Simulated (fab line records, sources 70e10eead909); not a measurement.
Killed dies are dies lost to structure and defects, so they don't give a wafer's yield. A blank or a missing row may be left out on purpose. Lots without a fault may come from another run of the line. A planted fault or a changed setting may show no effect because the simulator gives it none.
Chamber matching | flow nand_harc | NHARC_P_GATE_STRIP_108 on rie_diel-12: 4 sister chambers
The step strips in O2. 14 wafers are shown with their chamber, then 7 later ones without.

WAFERS WITH THEIR CHAMBER
wafer  | chamber | drypump_motor_current_A (A) | oes_product_au (a.u.) | rf_vpp_V (V)
L143.3 | 2       | 6.5                         | 1.005                 | 57.6
L143.4 | 2       | 6.5                         | 1.010                 | 58.9
L143.5 | 3       | 5.9                         | 1.008                 | 57.3
L146.3 | 0       | 4.8                         | 1.002                 | 58.2
L146.4 | 3       | 5.9                         | 1.000                 | 57.5
L146.6 | 1       | 6.2                         | 1.006                 | 57.1
L145.2 | 1       | 6.2                         | 1.017                 | 57.2
L145.3 | 0       | 4.7                         | 1.013                 | 57.4
L145.4 | 2       | 6.5                         | 1.010                 | 58.6
L148.1 | 3       | 5.9                         | 0.991                 | 58.3
L148.5 | 1       | 6.2                         | 0.992                 | 60.2
L148.6 | 2       | 6.5                         | 1.003                 | 59.2
L151.1 | 2       | 6.5                         | 0.999                 | 56.4
L151.4 | 1       | 6.2                         | 1.001                 | 58.1

SIGNATURES (means of the wafers above)
reading                 | chamber 0 | chamber 1 | chamber 2 | chamber 3 | scatter within a chamber
drypump_motor_current_A | 4.750     | 6.200     | 6.500     | 5.900     | 0.0224
oes_product_au          | 1.00750   | 1.00400   | 1.00540   | 0.99967   | 0.00788
rf_vpp_V                | 57.800    | 58.150    | 58.140    | 57.700    | 1.11
Rule: a wafer's distance from a chamber is the root of the sum, over the readings, of the square of ((its reading less the chamber's mean) divided by the reading's scatter). The wafer belongs to the nearest chamber; if the next one is less than 2 further off, it can't be placed. The scatter: the root of (the sum of the squares of (reading less its chamber's mean) over the shown wafers, divided by (wafers less chambers)).

WAFERS WITHOUT THEIR CHAMBER
wafer  | drypump_motor_current_A (A) | oes_product_au (a.u.) | rf_vpp_V (V)
L151.5 | 6.5                         | 0.997                 | 59.1
L153.1 | 4.8                         | 1.004                 | 58.6
L153.3 | 6.5                         | 1.001                 | 56.4
L153.4 | 4.7                         | 1.004                 | 56.5
L165.1 | 6.2                         | 1.007                 | 60.0
L165.4 | 4.7                         | 1.000                 | 58.0
L165.5 | 6.5                         | 1.005                 | 57.1

WHICH CHAMBER EACH WENT THROUGH
wafer  | from the rows above | in truth
L151.5 | 2                   | 2
L153.1 | 0                   | 0
L153.3 | 2                   | 2
L153.4 | 0                   | 0
L165.1 | 1                   | 1
L165.4 | 0                   | 0
L165.5 | 2                   | 2
Placed correctly: 7 of 7. Can't be placed from these rows: 0. Placed wrongly: 0.
